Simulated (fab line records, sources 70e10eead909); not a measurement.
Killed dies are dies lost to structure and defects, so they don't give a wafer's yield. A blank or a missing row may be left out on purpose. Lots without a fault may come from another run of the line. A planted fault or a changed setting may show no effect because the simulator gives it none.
Chamber matching | flow nand_harc | NHARC_P_STI_ETCH_42 on rie_diel-09: 4 sister chambers
The step etches the open film in N2/H2, target depth 80 nm, overetch 24 nm, time 61 s. 14 wafers are shown with their chamber, then 7 later ones without.

WAFERS WITH THEIR CHAMBER
wafer  | chamber | rf_vpp_V (V) | throttle_valve_pct (%) | oes_product_au (a.u.)
L414.4 | 3       | 428.2        | 14.162                 | 1.003
L414.5 | 1       | 427.9        | 14.164                 | 1.007
L414.6 | 2       | 428.3        | 14.164                 | 1.003
L417.1 | 2       | 427.7        | 14.165                 | 1.010
L417.2 | 1       | 427.0        | 14.180                 | 1.005
L417.4 | 0       | 429.7        | 14.160                 | 1.005
L419.1 | 1       | 428.3        | 14.174                 | 0.994
L419.2 | 2       | 429.0        | 14.169                 | 1.000
L419.6 | 3       | 430.1        | 14.185                 | 0.999
L430.1 | 0       | 430.1        | 14.165                 | 1.011
L430.4 | 3       | 426.5        | 14.171                 | 1.006
L430.5 | 2       | 428.8        | 14.162                 | 1.009
L435.3 | 3       | 427.2        | 14.162                 | 1.017
L435.4 | 0       | 429.7        | 14.162                 | 0.994

SIGNATURES (means of the wafers above)
reading            | chamber 0 | chamber 1 | chamber 2 | chamber 3 | scatter within a chamber
rf_vpp_V           | 429.833   | 427.733   | 428.450   | 428.000   | 0.967
throttle_valve_pct | 14.16233  | 14.17267  | 14.16500  | 14.17000  | 0.00723
oes_product_au     | 1.00333   | 1.00200   | 1.00550   | 1.00625   | 0.00703
Rule: a wafer's distance from a chamber is the root of the sum, over the readings, of the square of ((its reading less the chamber's mean) divided by the reading's scatter). The wafer belongs to the nearest chamber; if the next one is less than 2 further off, it can't be placed. The scatter: the root of (the sum of the squares of (reading less its chamber's mean) over the shown wafers, divided by (wafers less chambers)).

WAFERS WITHOUT THEIR CHAMBER
wafer  | rf_vpp_V (V) | throttle_valve_pct (%) | oes_product_au (a.u.)
L435.6 | 426.4        | 14.164                 | 1.014
L436.1 | 429.3        | 14.159                 | 0.999
L436.2 | 429.7        | 14.155                 | 0.994
L436.6 | 427.8        | 14.166                 | 1.012
L437.1 | 428.7        | 14.172                 | 1.004
L437.2 | 429.3        | 14.170                 | 0.993
L437.4 | 427.3        | 14.190                 | 1.007

WHICH CHAMBER EACH WENT THROUGH
wafer  | from the rows above               | in truth
L435.6 | can't be placed: 3 or 2 or 1 or 0 | 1
L436.1 | can't be placed: 0 or 2 or 3 or 1 | 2
L436.2 | can't be placed: 0 or 2 or 3 or 1 | 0
L436.6 | can't be placed: 3 or 2 or 1 or 0 | 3
L437.1 | can't be placed: 3 or 2 or 1 or 0 | 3
L437.2 | can't be placed: 0 or 1 or 2 or 3 | 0
L437.4 | can't be placed: 1 or 3 or 2      | 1
Placed correctly: 0 of 7. Can't be placed from these rows: 7 (the true chamber is among the candidates in 7). Placed wrongly: 0.
